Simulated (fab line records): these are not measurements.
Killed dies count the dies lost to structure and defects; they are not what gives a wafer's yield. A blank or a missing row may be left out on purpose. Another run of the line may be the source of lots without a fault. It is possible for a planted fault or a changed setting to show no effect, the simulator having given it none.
Matching of chambers -- flow n5-finfet -- N5_BEOL_M6_ETCH_62 on rie-diel-04 has 4 sister chambers
The step etches SOC in N2/H2, target depth 110 nm, overetch 22 nm, time 165 s. 4 wafers are shown with their chamber, then 8 later ones without.

== EACH WAFER AND ITS CHAMBER ==
wafer,chamber,showerhead-plenum-p-Torr (Torr)
L079.4,2,2.41
L081.1,1,2.59
L086.6,0,2.53
L090.3,3,2.69

== WAFERS MISSING THEIR CHAMBER ==
wafer,showerhead-plenum-p-Torr (Torr)
L090.4,2.52
L090.5,2.52
L091.1,2.52
L091.2,2.40
L091.6,2.40
L096.2,2.58
L096.4,2.58
L096.5,2.69

== WHICH CHAMBER EACH ONE RAN IN ==
wafer,from the rows above,in truth
L090.4,0,0
L090.5,0,0
L091.1,0,0
L091.2,2,2
L091.6,2,2
L096.2,1,1
L096.4,1,1
L096.5,3,3
Correct placement for 8 of the 8. Can't be placed from these rows: 0. 0 placed wrongly.
How it was worked out, from the rows above alone: a wafer's distance from a chamber is the root of the sum, over the readings, of the square of ((its reading less the chamber's mean) divided by the reading's scatter). If the next closest chamber is less than 2 further off than the closest, the wafer can't be placed; otherwise it belongs to the closest. Each chamber's mean is taken over the wafers shown for it. The scatter: root of mean squared gap, hidden wafer to nearest shown wafer, with one shown wafer a chamber.
